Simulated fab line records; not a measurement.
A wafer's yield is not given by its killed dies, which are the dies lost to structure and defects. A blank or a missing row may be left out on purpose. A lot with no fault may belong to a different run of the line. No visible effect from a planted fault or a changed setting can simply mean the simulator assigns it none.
Matching of chambers	flow n5Finfet	aldMetal-04 running N5_HKMG_FIN_ALD_36: 4 sister chambers
The step deposits TiN, target thk 1 nm, pulse time 1 s, purge time 3 s. 4 wafers are shown with their chamber, then 9 later ones without.

== WAFERS WITH THEIR CHAMBER ==
wafer	chamber	heaterPowerW (W)
L093.4	1	899
L094.1	0	904
L094.2	2	973
L094.3	3	785

== WAFERS WHOSE CHAMBER IS MISSING ==
wafer	heaterPowerW (W)
L094.4	925
L094.5	911
L094.6	1009
L096.1	955
L096.2	895
L096.3	795
L097.3	889
L097.4	807
L097.6	910

== THE CHAMBER EACH PASSED THROUGH ==
wafer	from the rows above	in truth
L094.4	can't be placed: 0 or 1 or 2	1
L094.5	can't be placed: 0 or 1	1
L094.6	2	2
L096.1	can't be placed: 2 or 0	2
L096.2	can't be placed: 1 or 0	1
L096.3	3	3
L097.3	can't be placed: 1 or 0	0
L097.4	3	3
L097.6	can't be placed: 0 or 1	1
Placed correctly: 3 of 9. Not placeable from these rows: 6 (in 6, the candidates include the true chamber). Wrongly placed: 0.
How it was worked out, from the rows above alone: a wafer's distance from a chamber is the root of the sum, over the readings, of the square of ((its reading less the chamber's mean) divided by the reading's scatter). If the next closest chamber is less than 2 further off than the closest, the wafer can't be placed; otherwise it belongs to the closest. A chamber's mean is the mean of its shown wafers. The scatter: with one shown wafer a chamber, the root of the mean of the squares of how far each hidden wafer lies from its nearest shown one.
